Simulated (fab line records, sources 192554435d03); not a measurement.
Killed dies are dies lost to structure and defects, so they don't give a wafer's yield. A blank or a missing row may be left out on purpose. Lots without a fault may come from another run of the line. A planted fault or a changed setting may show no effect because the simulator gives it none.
fab line records | flow n5_finfet
record lots=9 wafers=24 last_day=18
route steps=1938 shown FIN_CUT@167 BEOL_M4@1111
lots that met no fault: from a run of the same line without faults
start_h: hours from the record's first day to the start of the lot's first wafer shown | wait_h: hours since the lot's step before | " the same as in the row above | L1.1+2: a row that stands for several wafers | - no value, or no start given | * or withheld: withheld | < > ~ a bound
route shown NAME@n: a module of which the file shows steps, and the number in the route of the first | usual: mean/standard deviation of fault-free wafers | same: alike in all rows | chamber/n: place in a boat | sites: the reading at each site | _std_site: their standard deviation | _edge_site: outer sites' mean less inner sites' | radius_mm: how far each site lies from the wafer's centre | mask NAME#n: copy n | behind: the tool/chamber that last shaped the wafer | hold: why the lot was held/for how many hours/how that ended | device: the transistor (n, p or np) that didn't switch | end of line: the same wafers' tests at the end of the route | a step without rows: its recipe alone | killed: dies lost to structure and defects at the first sort, not the wafer's yield | map: a wafer's dies, x killed, . not, _ none there
set.NAME: the setting as run; set.NAME@STEP: as run at that earlier step | model.NAME: the simulator's own value behind a step, which no gauge read
steps of the route over a sample of lots; a table a step, a row a wafer
services: from which hour (start_h, from the record's first day; less than 0 if before it) a tool's chamber was out of use, for how many hours, and why
## steps
# step N5_FIN_CUT_ETCH_30
# recipe chemistry=N2/H2 target=underlayer target_depth_a=130 mask_material=CAR-EUV time_s=10.4 ion_energy_ev=200 pressure_mtorr=30 source_w=840 bias_w=150 n2_flow_sccm=200 h2_flow_sccm=200 ends=cleared
# usual bias_w=150.1/0.48 drypump_motor_current_A=6.0/0.42 etch_rf_on_time_s=10.5/0.37 h2_flow_sccm=200.0/0.59 oes_product_au=0.66/0.07 rf_vpp_V=523.5/2.3 showerhead_plenum_p_Torr=2.52/0.074 throttle_valve_pct=17.81/0.26
# columns lot.wafer tool chamber start_h wait_h bias_w drypump_motor_current_A etch_rf_on_time_s h2_flow_sccm oes_product_au rf_hours_counter_h rf_vpp_V showerhead_plenum_p_Torr throttle_valve_pct
L294.4 rie_diel-02 0 27.02 0.0 150.1 6.7 10.3 199.4 0.85 2 525.9 2.60 17.27
L294.6 " 2 " " 150.2 5.7 9.9 200.4 0.61 - 521.9 2.42 18.20
L297.2 rie_diel-02 2 44.81 0.0 149.3 5.7 9.9 201.1 0.61 202 521.3 2.42 18.21
L297.5 " 2 " " 149.7 5.7 9.8 200.3 0.61 - 518.6 2.42 18.21
L297.6 " 3 " " 150.6 5.9 10.6 198.9 0.66 - 521.8 2.45 17.70
L298.1 rie_diel-02 3 50.72 0.0 149.7 5.9 10.7 200.3 0.66 141 521.5 2.45 17.67
L298.4 " 1 " " 149.4 5.8 10.5 200.6 0.66 117 521.9 2.43 18.00
L298.5 " 2 " " 149.2 5.7 9.9 201.1 0.61 - 521.0 2.42 18.22
L302.3 rie_diel-03 0 75.60 0.0 150.9 5.2 10.6 200.1 0.71 78 524.5 2.56 17.59
L302.4 " 2 " " 150.1 6.6 10.1 200.0 0.64 183 522.6 2.52 17.86
L302.6 " 0 " " 150.6 5.2 10.6 199.6 0.70 - 526.2 2.56 17.60
L304.2 rie_diel-02 0 87.57 0.0 149.0 6.7 10.2 199.7 0.79 21 524.6 2.60 17.27
L304.4 " 3 " " 149.9 5.8 10.5 200.3 0.65 154 520.4 2.44 17.72
L304.6 " 3 " " 149.9 5.8 10.6 200.2 0.64 - 521.1 2.44 17.70
L307.2 rie_diel-01 2 107.50 0.0 149.4 6.1 10.1 199.9 0.65 141 529.6 2.64 17.98
L307.3 " 3 " " 149.6 5.9 10.9 200.0 0.61 179 523.8 2.53 18.00
L307.6 " 3 " " 150.4 5.9 10.9 200.1 0.61 - 525.2 2.53 17.98
L308.1 rie_diel-02 2 110.31 0.0 151.0 5.7 15.0 201.8 0.48 223 519.3 2.41 18.22
L308.2 " 1 " " 150.5 5.8 10.5 200.6 0.65 135 521.5 2.42 18.04
L308.3 " 3 " " 149.8 5.9 16.0 199.1 0.52 162 520.1 2.44 17.68
L314.3 rie_diel-03 2 147.56 0.0 150.3 6.6 10.3 199.7 0.62 205 521.0 2.51 17.90
L314.5 " 3 " " 149.3 6.4 10.5 199.9 0.61 - 527.4 2.62 17.92
L317.2 rie_diel-03 0 166.65 0.0 149.4 5.3 10.7 199.8 0.68 107 524.4 2.55 17.64
L317.4 " 2 " " 150.7 6.6 10.3 200.3 0.61 - 522.6 2.51 17.89
# step N5_FIN_CUT_STRIP_24
# recipe chemistry=CF4 resist=SiARC power_w=300 bias_power_w=75 pressure_mtorr=50 cf4_flow_sccm=150 rf_frequency_hz=6e+07
# usual drypump_motor_current_A=6.0/0.42 oes_product_au=0.76/0.078 rf_vpp_V=270.9/1.5 showerhead_plenum_p_Torr=1.79/0.05 throttle_valve_pct=13.65/0.26
# columns lot.wafer tool chamber start_h wait_h drypump_motor_current_A oes_product_au rf_hours_counter_h rf_vpp_V showerhead_plenum_p_Torr throttle_valve_pct
L294.4 rie_diel-02 0 27.40 0.0 6.6 0.96 2 271.1 1.85 13.11
L294.6 " 2 " " 5.7 0.69 - 269.4 1.74 14.06
L297.2 rie_diel-02 2 45.20 0.0 5.7 0.69 203 269.6 1.73 14.06
L297.5 " 2 " " 5.7 0.69 - 269.0 1.73 14.04
L297.6 " 3 " " 5.9 0.77 - 269.9 1.74 13.44
L298.1 rie_diel-02 3 51.10 0.0 5.8 0.77 142 267.8 1.74 13.44
L298.4 " 1 " " 5.7 0.77 118 269.7 1.74 13.88
L298.5 " 2 " " 5.7 0.69 - 269.1 1.73 14.04
L302.3 rie_diel-03 0 75.98 0.0 5.3 0.83 78 271.3 1.82 13.44
L302.4 " 2 " " 6.6 0.73 183 271.2 1.79 13.63
L302.6 " 0 " " 5.3 0.83 - 271.5 1.82 13.46
L304.2 rie_diel-02 0 87.95 0.0 6.7 0.91 22 272.0 1.84 13.14
L304.4 " 3 " " 5.8 0.76 154 269.5 1.74 13.47
L304.6 " 3 " " 5.8 0.75 - 269.4 1.74 13.49
L307.2 rie_diel-01 2 107.88 0.0 6.0 0.73 141 273.0 1.86 13.70
L307.3 " 3 " " 5.8 0.72 180 270.7 1.80 13.73
L307.6 " 3 " " 5.9 0.73 - 270.3 1.80 13.72
L308.1 rie_diel-02 2 110.70 0.0 5.7 0.68 224 269.5 1.73 14.09
L308.2 " 1 " " 5.7 0.76 136 268.7 1.74 13.93
L308.3 " 3 " " 5.9 0.76 162 269.4 1.74 13.48
L314.3 rie_diel-03 2 147.94 0.0 6.6 0.72 205 271.6 1.78 13.70
L314.5 " 3 " " 6.4 0.71 - 272.0 1.87 13.78
L317.2 rie_diel-03 0 167.03 0.0 5.3 0.80 107 271.4 1.81 13.53
L317.4 " 2 " " 6.6 0.72 - 269.8 1.78 13.70
# step N5_FIN_CUT_CUT_ETCH_26
# recipe chemistry=CH3F/O2 target=SiNx target_depth_a=390 mask_material=SOC time_s=55.7 pressure_mtorr=30 source_w=395 bias_w=73 Ar_flow_sccm=150 CH3F_flow_sccm=30 O2_flow_sccm=20 ion_energy_ev=120
# usual bias_w=73.01/0.24 drypump_motor_current_A=6.0/0.42 oes_product_au=0.77/0.083 rf_vpp_V=299/10 showerhead_plenum_p_Torr=1.98/0.062 throttle_valve_pct=16.34/0.25
# columns lot.wafer tool chamber start_h wait_h bias_w drypump_motor_current_A oes_product_au rf_hours_counter_h rf_vpp_V showerhead_plenum_p_Torr throttle_valve_pct
L294.4 rie_diel-02 0 27.42 0.0 72.74 6.7 0.99 2 291 2.06 15.90
L294.6 " 2 " " 73.25 5.7 0.71 - 300 1.89 16.65
L297.2 rie_diel-02 2 45.22 0.0 73.11 5.7 0.71 203 301 1.89 16.66
L297.5 " 2 " " 72.96 5.7 0.71 - 300 1.89 16.65
L297.6 " 3 " " 72.93 5.8 0.77 - 316 1.91 16.08
L298.1 rie_diel-02 3 51.12 0.0 72.49 5.9 0.77 142 315 1.91 16.08
L298.4 " 1 " " 73.44 5.7 0.77 118 289 1.94 16.72
L298.5 " 2 " " 73.59 5.7 0.70 - 301 1.89 16.65
L302.3 rie_diel-03 0 76.00 0.0 73.06 5.3 0.81 78 302 2.01 16.14
L302.4 " 2 " " 72.80 6.6 0.74 183 305 1.97 16.22
L302.6 " 0 " " 72.95 5.3 0.82 - 303 2.01 16.15
L304.2 rie_diel-02 0 87.97 0.0 72.60 6.7 0.94 22 293 2.05 15.94
L304.4 " 3 " " 73.34 5.9 0.77 154 314 1.91 16.09
L304.6 " 3 " " 73.11 5.8 0.76 - 316 1.91 16.10
L307.2 rie_diel-01 2 107.90 0.0 73.13 6.0 0.74 141 303 2.08 16.48
L307.3 " 3 " " 72.90 5.9 0.72 180 296 2.00 16.43
L307.6 " 3 " " 73.17 5.9 0.71 - 298 2.00 16.42
L308.1 rie_diel-02 2 110.72 0.0 73.22 5.7 0.70 224 300 1.88 16.70
L308.2 " 1 " " 73.03 5.7 0.76 136 288 1.93 16.76
L308.3 " 3 " " 73.07 5.8 0.77 162 317 1.91 16.11
L314.3 rie_diel-03 2 147.96 0.0 72.33 6.6 0.73 205 305 1.96 16.28
L314.5 " 3 " " 72.23 6.5 0.70 - 277 2.05 16.36
L317.2 rie_diel-03 0 167.05 0.0 73.49 5.2 0.79 107 302 2.00 16.22
L317.4 " 2 " " 72.71 6.5 0.73 - 303 1.96 16.28
# step N5_FIN_CUT_PRECLEAN_35
# recipe time_s=13.3 temp_c=45 pressure_torr=125 p_hf_torr=3 p_coreactant_torr=25 chemistry=vHF
# usual drypump_motor_current_A=5.45/0.3 foreline_p_Torr=0.1280/0.00034
# columns lot.wafer tool chamber start_h wait_h drypump_motor_current_A foreline_p_Torr
L294.4 vapor_etch-02 0 27.57 0.1 5.58 0.1277
L294.6 " 1 " " 4.96 0.1279
L297.2 vapor_etch-01 1 45.34 0.1 5.71 0.1278
L297.5 " 0 " " 5.61 0.1277
L297.6 " 1 " " 5.71 0.1277
L298.1 vapor_etch-01 0 51.23 0.0 5.63 0.1278
L298.4 " 1 " " 5.66 0.1276
L298.5 " 1 " " 5.65 0.1277
L302.3 vapor_etch-02 1 76.13 0.1 4.98 0.1286
L302.4 " 0 " " 5.59 0.1279
L302.6 " 0 " " 5.59 0.1277
L304.2 vapor_etch-02 0 88.08 0.0 5.57 0.1279
L304.4 " 0 " " 5.59 0.1281
L304.6 " 0 " " 5.55 0.1280
L307.2 vapor_etch-01 1 108.01 0.0 5.70 0.1275
L307.3 " 1 " " 5.67 0.1280
L307.6 " 0 " " 5.65 0.1274
L308.1 vapor_etch-02 0 110.83 0.0 5.60 0.1277
L308.2 " 1 " " 4.96 0.1281
L308.3 " 1 " " 4.99 0.1283
L314.3 vapor_etch-02 0 148.09 0.1 5.57 0.1280
L314.5 " 1 " " 4.96 0.1284
L317.2 vapor_etch-02 1 167.16 0.0 4.98 0.1278
L317.4 " 0 " " 5.58 0.1273
# step N5_BEOL_M4_RC_MEAS_101
# usual DIBL_N=36.1/2 DIBL_P=36.3/2.5 IOFF_N=0.16/0.037 IOFF_P=0.21/0.039 ION_N=678/15 ION_P=465/8.7 SS_N=71.4/0.7 SS_P=73.3/0.74 VT_N=249/3.6 VT_P=-250.0/2.9
# columns lot.wafer tool chamber start_h wait_h DIBL_N[mV/V] DIBL_P[mV/V] IOFF_N[nA/um] IOFF_P[nA/um] ION_N[uA/um] ION_P[uA/um] SS_N[mV/dec] SS_P[mV/dec] VT_N[mV] VT_P[mV]
L294.4 prober-01 0 162.15 0.5 35.5 36.4 0.16 0.26 669 475 72.2 73.6 251 -243.3
L294.6 " 0 " " 33.2 33.5 0.11 0.20 649 462 71.1 72.7 257 -247.6
L297.2 prober-02 0 181.22 0.2 33.3 30.4 0.09 0.15 643 452 70.6 72.3 257 -252.8
L297.5 " 0 " " 36.9 35.9 0.14 0.21 684 470 71.0 72.7 250 -250.1
L297.6 " 0 " " 33.6 30.2 0.09 0.14 642 443 70.6 71.8 258 -255.9
L298.1 prober-01 0 195.83 0.0 37.2 35.6 0.17 0.23 688 472 71.7 74.1 249 -251.1
L298.4 " 0 " " 39.2 36.4 0.20 0.25 681 459 72.3 73.8 247 -249.6
L298.5 " 0 " " 38.7 36.8 0.18 0.26 688 473 72.6 73.2 249 -251.2
L302.3 prober-02 0 233.23 0.3 38.9 40.1 0.20 0.21 675 456 72.3 73.5 250 -253.0
L302.4 " 0 " " 35.9 37.6 0.15 0.18 673 453 71.5 72.7 252 -254.6
L302.6 " 0 " " 36.7 38.4 0.16 0.19 670 452 72.0 72.8 252 -253.3
L304.2 prober-02 0 238.91 0.2 34.5 33.9 0.13 0.19 677 467 71.6 73.5 249 -249.3
L304.4 " 0 " " 36.6 35.8 0.16 0.22 685 462 72.0 73.9 246 -250.9
L304.6 " 0 " " 36.0 35.6 0.16 0.21 683 465 71.9 73.1 247 -249.6
L308.1 prober-01 0 268.83 0.0 38.4 37.4 0.20 0.24 668 460 72.1 74.1 250 -247.2
L308.2 " 0 " " 33.5 33.7 0.13 0.19 669 463 70.5 73.0 251 -248.7
L308.3 " 0 " " 37.6 38.1 0.20 0.26 702 478 71.5 74.3 245 -247.0
L307.2 prober-02 0 275.26 0.2 38.2 39.3 0.20 0.22 691 468 72.0 73.3 247 -249.6
L307.3 " 0 " " 39.7 41.3 0.26 0.26 715 482 72.2 74.2 241 -246.2
L307.6 " 0 " " 39.1 40.2 0.21 0.24 680 459 72.0 74.2 245 -248.8
L317.2 prober-02 0 313.26 0.2 34.2 34.1 0.13 0.18 676 466 70.1 73.3 251 -251.3
L317.4 " 0 " " 36.9 37.5 0.16 0.23 672 468 71.6 74.1 251 -249.1
L314.3 prober-02 0 318.94 0.3 35.6 35.0 0.15 0.20 675 466 71.8 73.3 250 -247.7
L314.5 " 0 " " 33.9 33.2 0.13 0.20 679 471 70.7 73.0 252 -248.3
## services
# columns tool chamber start_h hours kind
rie_diel-02 1 37.33 11.9 repair
vapor_etch-02 - 39.39 0.2 repair
rie_diel-02 - 53.57 1.2 repair
rie_diel-01 1 55.31 - clean
rie_diel-01 1 55.31 - consumable_replace:focus_ring
rie_diel-01 1 55.31 27.1 scheduled_down
rie_diel-01 1 55.31 27.1 vent_cycle
rie_diel-02 2 114.71 9.7 repair
rie_diel-03 1 142.19 - clean
rie_diel-03 1 142.19 - consumable_replace:focus_ring
rie_diel-03 1 142.19 18.4 scheduled_down
rie_diel-03 1 142.19 18.4 vent_cycle
rie_diel-01 0 143.73 - clean
rie_diel-01 0 143.73 - consumable_replace:focus_ring
rie_diel-01 0 143.73 12.9 scheduled_down
rie_diel-01 0 143.73 12.9 vent_cycle
rie_diel-02 3 159.82 13.2 repair
## key
first_sign step=N5_FIN_CUT_ETCH_30 reading=etch_rf_on_time_s direction=up sigmas=14 usual=* struck=*
effect none on later readings
met_at N5_FIN_CUT_ETCH_30
struck_lots L308
struck_wafers L308.1,L308.3
not_acting_at N5_FIN_CUT_STRIP_24,N5_FIN_CUT_CUT_ETCH_26,N5_FIN_CUT_PRECLEAN_35
onset_between 87.57 110.31
fault kind=process_parameter_drift tool=rie_diel-02 chamber=- onset_h=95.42 steps=N5_FIN_CUT_ETCH_30 channel=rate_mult offset=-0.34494 shape=step end_h=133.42 scope=struck_wafers_only
